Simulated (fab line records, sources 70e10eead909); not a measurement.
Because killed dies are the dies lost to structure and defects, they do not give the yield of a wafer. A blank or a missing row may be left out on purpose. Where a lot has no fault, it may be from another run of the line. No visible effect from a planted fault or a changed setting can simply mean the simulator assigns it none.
Shared-tool check -- flow nand-harc -- 33 wafers sampled across 11 lots

THE REASON FOR OPENING IT
At NHARC_P_ZERO_WELL_INSPECT_43 the reading raw-defect-count is flagged on 2 of 11 lots. Fault-free wafers read 13, with a standard deviation of 5.4.
Rule: a lot is flagged when every wafer of it that has a number lies more than 4 standard deviations from that mean, or none has a number. As for the other lots, they are considered sound.

lot,measured,on,"raw-defect-count, wafer by wafer",flag
L120,day 2 23:34,defect-inspect-02,7 14 10,
L122,day 3 19:21,defect-inspect-01,16 13 14,
L123,day 4 05:49,defect-inspect-02,35 13 15,
L125,day 5 01:28,defect-inspect-02,6 19 15,
L127,day 5 21:37,defect-inspect-02,13 10 17,
L132,day 7 23:43,defect-inspect-02,6 13 11,
L133,day 8 09:25,defect-inspect-01,960 941 952,FLAGGED
L135,day 9 05:34,defect-inspect-02,981 923 938,FLAGGED
L139,day 10 22:12,defect-inspect-01,11 5 14,
L140,day 11 07:50,defect-inspect-02,14 15 5,
L141,day 11 17:44,defect-inspect-02,6 11 10,
Flagged lots average 949: +936 relative to the usual, that is +99 or more standard deviations.

EACH LOT AND THE TOOL IT RAN ON
2 process steps preceding the reading are held in the record, out of 1302 steps in the route. In each cell: the tool, then ch and the chambers that the sampled wafers went through, then the start.
lot,flag,NHARC_P_ZERO_WELL_ETCH_65,NHARC_P_ZERO_WELL_ETCH_63
L120,,"rie-diel-04 ch 1,2, day 2 17:22","rie-si-01 ch 1,3, day 2 17:32"
L122,,"rie-diel-04 ch 0,3, day 3 13:22","rie-si-06 ch 0,1, day 3 13:33"
L123,,"rie-diel-12 ch 0,1,3, day 3 23:38","rie-si-04 ch 0,2, day 3 23:49"
L125,,"rie-diel-04 ch 0,1,2, day 4 19:22","rie-si-04 ch 1,2, day 4 19:32"
L127,,"rie-diel-05 ch 0,1,3, day 5 15:31","rie-si-06 ch 0,1,3, day 5 15:41"
L132,,"rie-diel-05 ch 1,3, day 7 17:29","rie-si-06 ch 0,2,3, day 7 17:40"
L133,FLAGGED,"rie-diel-04 ch 1,2,3, day 8 03:27","rie-si-06 ch 0,1,2, day 8 03:37"
L135,FLAGGED,"rie-diel-05 ch 0,2,3, day 8 23:29","rie-si-06 ch 0,2,3, day 8 23:39"
L139,,"rie-diel-04 ch 0,1,2, day 10 15:29","rie-si-01 ch 0,1, day 10 15:40"
L140,,"rie-diel-05 ch 0,1,2, day 11 01:32","rie-si-01 ch 0,1,3, day 11 01:44"
L141,,"rie-diel-12 ch 0,2,3, day 11 11:28","rie-si-04 ch 0,3, day 11 11:38"
What the steps here do:
- NHARC_P_ZERO_WELL_ETCH_65: etches the open film in N2/H2, target depth 80 nm, overetch 24 nm, time 87.88 s.
- NHARC_P_ZERO_WELL_ETCH_63: etches the open film in HBr/Cl2, target depth 120 nm, time 40.1 s.
- NHARC_P_ZERO_WELL_INSPECT_43

FLAGGED OVER TOTAL, TOOL BY TOOL (the gauges that took the reading come last)
step,tool,lots run,flagged,share of the flagged lots,sound lots run after its first flagged lot
NHARC_P_ZERO_WELL_ETCH_65,rie-diel-04,5,1,some,1 (L139)
NHARC_P_ZERO_WELL_ETCH_65,rie-diel-05,4,1,some,1 (L140)
NHARC_P_ZERO_WELL_ETCH_65,rie-diel-12,2,0,none,-
NHARC_P_ZERO_WELL_ETCH_63,rie-si-01,3,0,none,-
NHARC_P_ZERO_WELL_ETCH_63,rie-si-04,3,0,none,-
NHARC_P_ZERO_WELL_ETCH_63,rie-si-06,5,2,all,0
NHARC_P_ZERO_WELL_INSPECT_43,defect-inspect-01,3,1,some,1 (L139)
NHARC_P_ZERO_WELL_INSPECT_43,defect-inspect-02,8,1,some,"2 (L140,L141)"

THE TABLE: WHAT IT ALLOWS
Rows of the table that ran each flagged lot: 1, that is rie-si-06 at NHARC_P_ZERO_WELL_ETCH_63.
- rie-si-06 at NHARC_P_ZERO_WELL_ETCH_63: 2 of its 5 lots flagged. Its last sound lot is L132 (day 7 17:40), its first flagged lot L133 (day 8 03:37): a fault that began between those two fits.
Just one tool remains: rie-si-06 at NHARC_P_ZERO_WELL_ETCH_63.

WHAT THE SIMULATOR HAD PUT IN
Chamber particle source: rie-si-06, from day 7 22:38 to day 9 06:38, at NHARC_P_ZERO_WELL_ETCH_63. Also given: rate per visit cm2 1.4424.
Struck lots among those shown: L133, L135. The rule above reached the same finding.
